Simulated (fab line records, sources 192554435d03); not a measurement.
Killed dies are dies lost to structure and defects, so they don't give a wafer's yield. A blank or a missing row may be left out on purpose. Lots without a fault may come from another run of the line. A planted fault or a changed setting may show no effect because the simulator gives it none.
Chamber matching | flow n5_finfet | N5_BEOL_M11_ETCH_65 on rie_diel-03: 4 sister chambers
The step etches SiARC in CF4, target depth 39 nm, time 65 s. 8 wafers are shown with their chamber, then 11 later ones without.

WAFERS WITH THEIR CHAMBER
wafer  | chamber | showerhead_plenum_p_Torr (Torr) | drypump_motor_current_A (A)
L085.5 | 3       | 2.26                            | 5.5
L084.1 | 3       | 2.25                            | 5.5
L084.4 | 2       | 2.26                            | 5.3
L084.6 | 0       | 2.09                            | 4.7
L086.2 | 2       | 2.26                            | 5.3
L086.3 | 1       | 2.19                            | 6.0
L086.4 | 0       | 2.09                            | 4.7
L089.2 | 1       | 2.19                            | 6.1

WAFERS WITHOUT THEIR CHAMBER
wafer  | showerhead_plenum_p_Torr (Torr) | drypump_motor_current_A (A)
L089.3 | 2.26                            | 5.3
L089.5 | 2.26                            | 5.3
L087.1 | 2.26                            | 5.3
L087.4 | 2.25                            | 5.5
L087.6 | 2.19                            | 6.0
L090.2 | 2.26                            | 5.4
L090.3 | 2.18                            | 6.0
L090.6 | 2.08                            | 4.8
L092.1 | 2.26                            | 5.3
L092.2 | 2.08                            | 4.8
L092.6 | 2.25                            | 5.5

WHICH CHAMBER EACH WENT THROUGH
wafer  | from the rows above     | in truth
L089.3 | 2                       | 2
L089.5 | 2                       | 2
L087.1 | 2                       | 2
L087.4 | 3                       | 3
L087.6 | 1                       | 1
L090.2 | can't be placed: 2 or 3 | 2
L090.3 | 1                       | 1
L090.6 | 0                       | 0
L092.1 | 2                       | 2
L092.2 | 0                       | 0
L092.6 | 3                       | 3
Placed correctly: 10 of 11. Can't be placed from these rows: 1 (the true chamber is among the candidates in 1). Placed wrongly: 0.
How it was worked out, from the rows above alone: a wafer's distance from a chamber is the root of the sum, over the readings, of the square of ((its reading less the chamber's mean) divided by the reading's scatter). The wafer belongs to the nearest chamber; if the next one is less than 2 further off, it can't be placed. A chamber's mean is the mean of its shown wafers. The scatter: the root of (the sum of the squares of (reading less its chamber's mean) over the shown wafers, divided by (wafers less chambers)).
